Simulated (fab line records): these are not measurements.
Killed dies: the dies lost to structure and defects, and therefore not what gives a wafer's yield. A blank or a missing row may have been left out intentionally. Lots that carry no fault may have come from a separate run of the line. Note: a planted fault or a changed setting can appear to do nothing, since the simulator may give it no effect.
8D (eight disciplines) problem report, filled in by code :: flow nand harc :: the parts of the form that need people (team, actions taken, sign-off) are left out

1. PROBLEM STATEMENT
Mean of wafer_temp_C_max at NHARC_A_WL_FILL_RTA_01: 965.6 across 6 wafers in 2 lots; on wafers with no fault it is 1003.2 (standard deviation 0.92). That puts it -41 standard deviations away from the usual mean.
The step: time 5 s.
First observed at day 22 01:36: wafer L619.2, on rtp anneal-02. At this step, 33 wafers from 11 lots have a number in the record. Rule for "out", or "out of limits": more than 4 standard deviations from the usual mean. The other wafers with a number count as sound.

2. WHAT IT IS, WHAT IT ISN'T
question: which readings at this step
is: wafer_temp_C_max
is not: lamp power pct

question: which lots
is: L619, L621
is not: L616, L617, L620, L630, L631, L632, L635, L636, L638

question: which wafers of those lots
is: all that have a number
is not: -

question: read on which tools
is: rtp anneal-02
is not: rtp anneal-01

question: when
is: from day 22 01:36
is not: up to then (6 sound wafers); but 21 sound wafers of L620, L630, L631, L632, L635, L636, L638 came after

3. WHAT RULES OUT EACH SUSPECT
Counting: a tool at any process step up to the reading remains a suspect when it ran all the lots that are out and ran no sound lot after the first of those.
- rie diel-02 at NHARC_A_SLIT_DESCUM_14 (chemistry O2, time 3 s): ruled out as a lasting fault. After its first lot that is out, L619 (day 21 12:09), sound lots L632, L636 ran on it.
- rie diel-02 at NHARC_A_SLIT_ETCH_15 (etches the open film in O2/COS, target depth 6200 nm, time 1612 s): ruled out as a lasting fault. After its first lot that is out, L619 (day 21 14:02), sound lots L632, L636 ran on it. NHARC_A_SLIT_ETCH_15: start missing for some lots; hours and lot order therefore follow NHARC_A_SLIT_ETCH_17.
- har etch-01 at NHARC_A_SLIT_ETCH_17 (etches the open film in C4F8/O2/Ar, time 4254.5 s, target depth 20300 nm): ruled out as a lasting fault. After its first lot that is out, L619 (day 21 14:02), sound lots L630, L632, L638 ran on it.
- rtp anneal-02 at NHARC_A_WL_FILL_RTA_01 (time 5 s): ruled out as a lasting fault. After its first lot that is out, L619 (day 22 01:36), sound lots L631, L635, L636 ran on it.
Left after counting: nothing in the record.

4. THE CAUSE (what the simulator had put in)
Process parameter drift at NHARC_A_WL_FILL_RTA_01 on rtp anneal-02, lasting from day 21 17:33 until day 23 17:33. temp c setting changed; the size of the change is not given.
Counting ruled it out, wrongly.

5. THE CHAIN OF EFFECTS, in route order
Rows list readings where the struck wafers' mean (over those with a number) sits beyond 3 standard deviations from the usual. Only readings for which the record gives a usual standard deviation are gone through. hours: the time from each lot's start at the first step in this table that gives one to its start at this step, as a median over the lots. sigmas: the change in usual standard deviations.
hours: 0
step: NHARC_A_WL_FILL_RTA_01
reading: wafer_temp_C_max
usual: 1003.2
on struck wafers: 965.6
change: -37.6
sigmas: -41
Here are the process steps it includes:
- NHARC_A_WL_FILL_RTA_01: time 5 s.

6. WHAT WOULD HAVE CAUGHT IT SOONER
In this record no reading fell out of limits until day 22 01:36, 8 hours after the fault had begun at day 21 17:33.
